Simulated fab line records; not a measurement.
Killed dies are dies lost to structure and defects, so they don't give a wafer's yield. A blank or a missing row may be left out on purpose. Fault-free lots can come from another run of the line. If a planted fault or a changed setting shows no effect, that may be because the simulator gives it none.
Matching of chambers :: flow nand-harc :: rie-diel-09 running NHARC_HYBRID_BOND_ACTIVATE_00: 4 sister chambers
The step chemistry N2, time 60 s. 33 wafers are shown with their chamber, then 12 later ones without.

== WAFERS PAIRED WITH THEIR CHAMBERS ==
wafer: L074.1
chamber: 0
showerhead-plenum-p-Torr (Torr): 1.70
drypump-motor-current-A (A): 6.4
oes-product-au (a.u.): 1.021

wafer: L074.4
chamber: 2
showerhead-plenum-p-Torr (Torr): 1.73
drypump-motor-current-A (A): 6.1
oes-product-au (a.u.): 0.989

wafer: L074.6
chamber: 3
showerhead-plenum-p-Torr (Torr): 1.65
drypump-motor-current-A (A): 5.5
oes-product-au (a.u.): 1.009

wafer: L078.3
chamber: 0
showerhead-plenum-p-Torr (Torr): 1.70
drypump-motor-current-A (A): 6.4
oes-product-au (a.u.): 1.006

wafer: L078.5
chamber: 0
showerhead-plenum-p-Torr (Torr): 1.70
drypump-motor-current-A (A): 6.4
oes-product-au (a.u.): 1.017

wafer: L078.6
chamber: 3
showerhead-plenum-p-Torr (Torr): 1.65
drypump-motor-current-A (A): 5.5
oes-product-au (a.u.): 1.016

wafer: L081.2
chamber: 0
showerhead-plenum-p-Torr (Torr): 1.69
drypump-motor-current-A (A): 6.4
oes-product-au (a.u.): 1.010

wafer: L081.5
chamber: 1
showerhead-plenum-p-Torr (Torr): 1.78
drypump-motor-current-A (A): 6.0
oes-product-au (a.u.): 1.002

wafer: L081.6
chamber: 3
showerhead-plenum-p-Torr (Torr): 1.65
drypump-motor-current-A (A): 5.5
oes-product-au (a.u.): 1.026

wafer: L080.4
chamber: 0
showerhead-plenum-p-Torr (Torr): 1.70
drypump-motor-current-A (A): 6.4
oes-product-au (a.u.): 1.014

wafer: L080.5
chamber: 1
showerhead-plenum-p-Torr (Torr): 1.78
drypump-motor-current-A (A): 6.1
oes-product-au (a.u.): 1.002

wafer: L080.6
chamber: 0
showerhead-plenum-p-Torr (Torr): 1.70
drypump-motor-current-A (A): 6.4
oes-product-au (a.u.): 1.024

wafer: L082.1
chamber: 0
showerhead-plenum-p-Torr (Torr): 1.69
drypump-motor-current-A (A): 6.3
oes-product-au (a.u.): 1.006

wafer: L082.2
chamber: 2
showerhead-plenum-p-Torr (Torr): 1.73
drypump-motor-current-A (A): 6.1
oes-product-au (a.u.): 0.989

wafer: L082.4
chamber: 1
showerhead-plenum-p-Torr (Torr): 1.78
drypump-motor-current-A (A): 6.1
oes-product-au (a.u.): 0.993

wafer: L083.1
chamber: 3
showerhead-plenum-p-Torr (Torr): 1.65
drypump-motor-current-A (A): 5.5
oes-product-au (a.u.): 1.003

wafer: L083.2
chamber: 0
showerhead-plenum-p-Torr (Torr): 1.69
drypump-motor-current-A (A): 6.4
oes-product-au (a.u.): 1.023

wafer: L083.3
chamber: 2
showerhead-plenum-p-Torr (Torr): 1.72
drypump-motor-current-A (A): 6.1
oes-product-au (a.u.): 0.994

wafer: L084.2
chamber: 1
showerhead-plenum-p-Torr (Torr): 1.78
drypump-motor-current-A (A): 6.1
oes-product-au (a.u.): 0.989

wafer: L084.3
chamber: 2
showerhead-plenum-p-Torr (Torr): 1.72
drypump-motor-current-A (A): 6.0
oes-product-au (a.u.): 0.987

wafer: L084.6
chamber: 2
showerhead-plenum-p-Torr (Torr): 1.72
drypump-motor-current-A (A): 6.1
oes-product-au (a.u.): 0.980

wafer: L085.1
chamber: 2
showerhead-plenum-p-Torr (Torr): 1.72
drypump-motor-current-A (A): 6.0
oes-product-au (a.u.): 0.979

wafer: L085.3
chamber: 3
showerhead-plenum-p-Torr (Torr): 1.65
drypump-motor-current-A (A): 5.5
oes-product-au (a.u.): 1.020

wafer: L085.4
chamber: 0
showerhead-plenum-p-Torr (Torr): 1.69
drypump-motor-current-A (A): 6.4
oes-product-au (a.u.): 0.999

wafer: L087.1
chamber: 0
showerhead-plenum-p-Torr (Torr): 1.69
drypump-motor-current-A (A): 6.4
oes-product-au (a.u.): 1.014

wafer: L087.5
chamber: 2
showerhead-plenum-p-Torr (Torr): 1.72
drypump-motor-current-A (A): 6.0
oes-product-au (a.u.): 0.989

wafer: L087.6
chamber: 1
showerhead-plenum-p-Torr (Torr): 1.78
drypump-motor-current-A (A): 6.1
oes-product-au (a.u.): 0.987

wafer: L090.1
chamber: 1
showerhead-plenum-p-Torr (Torr): 1.78
drypump-motor-current-A (A): 6.1
oes-product-au (a.u.): 0.979

wafer: L090.4
chamber: 0
showerhead-plenum-p-Torr (Torr): 1.69
drypump-motor-current-A (A): 6.4
oes-product-au (a.u.): 1.015

wafer: L090.5
chamber: 1
showerhead-plenum-p-Torr (Torr): 1.78
drypump-motor-current-A (A): 6.1
oes-product-au (a.u.): 0.973

wafer: L092.1
chamber: 0
showerhead-plenum-p-Torr (Torr): 1.69
drypump-motor-current-A (A): 6.4
oes-product-au (a.u.): 1.009

wafer: L092.3
chamber: 1
showerhead-plenum-p-Torr (Torr): 1.78
drypump-motor-current-A (A): 6.1
oes-product-au (a.u.): 0.985

wafer: L092.4
chamber: 2
showerhead-plenum-p-Torr (Torr): 1.72
drypump-motor-current-A (A): 6.1
oes-product-au (a.u.): 0.993

SIGNATURES (means of the wafers above)
reading: showerhead-plenum-p-Torr
chamber 0: 1.6942
chamber 1: 1.7800
chamber 2: 1.7225
chamber 3: 1.6500
scatter within a chamber: 0.0039

reading: drypump-motor-current-A
chamber 0: 6.392
chamber 1: 6.087
chamber 2: 6.062
chamber 3: 5.500
scatter within a chamber: 0.0356

reading: oes-product-au
chamber 0: 1.01317
chamber 1: 0.98875
chamber 2: 0.98750
chamber 3: 1.01480
scatter within a chamber: 0.00807
Rule: for each reading, subtract the chamber's mean from the wafer's reading, divide by that reading's scatter and square the result; add these up over the readings and take the root, which gives the wafer's distance from the chamber. If the next closest chamber is less than 2 further off than the closest, the wafer can't be placed; otherwise it belongs to the closest. The scatter: the root of (the sum of the squares of (reading less its chamber's mean) over the shown wafers, divided by (wafers less chambers)).

== WAFERS MISSING THEIR CHAMBER ==
wafer: L091.1
showerhead-plenum-p-Torr (Torr): 1.72
drypump-motor-current-A (A): 6.0
oes-product-au (a.u.): 0.995

wafer: L091.2
showerhead-plenum-p-Torr (Torr): 1.65
drypump-motor-current-A (A): 5.5
oes-product-au (a.u.): 0.991

wafer: L091.3
showerhead-plenum-p-Torr (Torr): 1.78
drypump-motor-current-A (A): 6.1
oes-product-au (a.u.): 0.981

wafer: L095.3
showerhead-plenum-p-Torr (Torr): 1.64
drypump-motor-current-A (A): 5.6
oes-product-au (a.u.): 0.998

wafer: L095.4
showerhead-plenum-p-Torr (Torr): 1.78
drypump-motor-current-A (A): 6.1
oes-product-au (a.u.): 0.987

wafer: L095.6
showerhead-plenum-p-Torr (Torr): 1.78
drypump-motor-current-A (A): 6.1
oes-product-au (a.u.): 0.997

wafer: L097.2
showerhead-plenum-p-Torr (Torr): 1.78
drypump-motor-current-A (A): 6.1
oes-product-au (a.u.): 0.974

wafer: L097.5
showerhead-plenum-p-Torr (Torr): 1.78
drypump-motor-current-A (A): 6.1
oes-product-au (a.u.): 0.980

wafer: L097.6
showerhead-plenum-p-Torr (Torr): 1.64
drypump-motor-current-A (A): 5.5
oes-product-au (a.u.): 0.998

wafer: L096.1
showerhead-plenum-p-Torr (Torr): 1.69
drypump-motor-current-A (A): 6.4
oes-product-au (a.u.): 1.002

wafer: L096.2
showerhead-plenum-p-Torr (Torr): 1.64
drypump-motor-current-A (A): 5.6
oes-product-au (a.u.): 0.992

wafer: L096.6
showerhead-plenum-p-Torr (Torr): 1.69
drypump-motor-current-A (A): 6.4
oes-product-au (a.u.): 1.007

== WHICH CHAMBER EACH WENT THROUGH ==
wafer: L091.1
from the rows above: 2
in truth: 2

wafer: L091.2
from the rows above: 3
in truth: 3

wafer: L091.3
from the rows above: 1
in truth: 1

wafer: L095.3
from the rows above: 3
in truth: 3

wafer: L095.4
from the rows above: 1
in truth: 1

wafer: L095.6
from the rows above: 1
in truth: 1

wafer: L097.2
from the rows above: 1
in truth: 1

wafer: L097.5
from the rows above: 1
in truth: 1

wafer: L097.6
from the rows above: 3
in truth: 3

wafer: L096.1
from the rows above: 0
in truth: 0

wafer: L096.2
from the rows above: 3
in truth: 3

wafer: L096.6
from the rows above: 0
in truth: 0
Correctly placed: 12 of 12. Number that these rows cannot place: 0. 0 placed wrongly.
